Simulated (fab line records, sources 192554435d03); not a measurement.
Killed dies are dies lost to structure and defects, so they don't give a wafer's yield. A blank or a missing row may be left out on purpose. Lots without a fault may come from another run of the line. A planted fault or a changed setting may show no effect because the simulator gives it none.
Which tool did it? | flow n5_finfet | 24 lots, 72 wafers sampled, at 1 step of a route of 1938

WHAT THE GAUGES READ, wafer by wafer
N5_BEOL_M4_INSPECT_30: inspects for defects (brightfield). Usual: raw_defect_count 442, standard deviation 94.
lot  | measured     | on                | raw_defect_count | flag
L074 | day 7 12:09  | defect_inspect-02 | 534 390 388      |
L075 | day 8 07:07  | defect_inspect-01 | 650 574 570      |
L077 | day 8 15:23  | defect_inspect-02 | 442 335 424      |
L076 | day 8 15:41  | defect_inspect-02 | 463 461 429      |
L078 | day 8 16:05  | defect_inspect-02 | 410 418 383      |
L079 | day 8 18:36  | defect_inspect-02 | 537 516 476      |
L081 | day 8 21:36  | defect_inspect-01 | 568 695 542      |
L080 | day 9 04:05  | defect_inspect-02 | 435 553 543      |
L082 | day 9 15:32  | defect_inspect-02 | 478 477 462      |
L083 | day 9 20:10  | defect_inspect-01 | 498 506 579      |
L084 | day 10 10:40 | defect_inspect-02 | 391 494 367      |
L085 | day 10 10:54 | defect_inspect-01 | 389 248 306      |
L086 | day 10 12:50 | defect_inspect-02 | 311 587 600      |
L088 | day 10 20:46 | defect_inspect-01 | 375 320 414      |
L087 | day 11 06:49 | defect_inspect-02 | 323 417 397      |
L089 | day 11 15:16 | defect_inspect-02 | 442 321 490      |
L090 | day 11 22:58 | defect_inspect-01 | 488 496 358      |
L091 | day 11 23:25 | defect_inspect-01 | 370 507 267      |
L092 | day 12 04:35 | defect_inspect-01 | 442 363 461      |
L093 | day 12 05:05 | defect_inspect-02 | 349 266 450      |
L094 | day 12 18:20 | defect_inspect-01 | 618 345 548      |
L095 | day 12 21:08 | defect_inspect-02 | 463 561 563      |
L096 | day 13 06:37 | defect_inspect-01 | 312 469 390      |
L097 | day 13 08:05 | defect_inspect-02 | 342 351 454      |

WHICH TOOL RAN EACH LOT (tool, then ch and the chambers of the sampled wafers, then the start)
The record holds no process step before these readings.

WHAT THE TOOLS THEMSELVES READ (means of the sampled wafers that have a number; where no wafer has one, the mark that the record gives instead)
The record holds no such reading with a usual standard deviation.

THE ANSWER, worked out from the rows above alone
Rule: a lot is off if the mean of its wafers that have a number lies more than 3 standard deviations from the usual mean. A lot without any number at a reading at which 4 lots or more have one is off too. The other lots that the step has rows for count as sound. The gauges are gone through in route order, then the tools' own readings, and for those a lot's mean is taken as printed above. The first step at which some lot is off is used, and at that step the reading that is off furthest; a lot without a number counts as furthest.
No lot is off at any reading shown: from this, nothing can be told.

WHAT THE SIMULATOR HAD PUT IN
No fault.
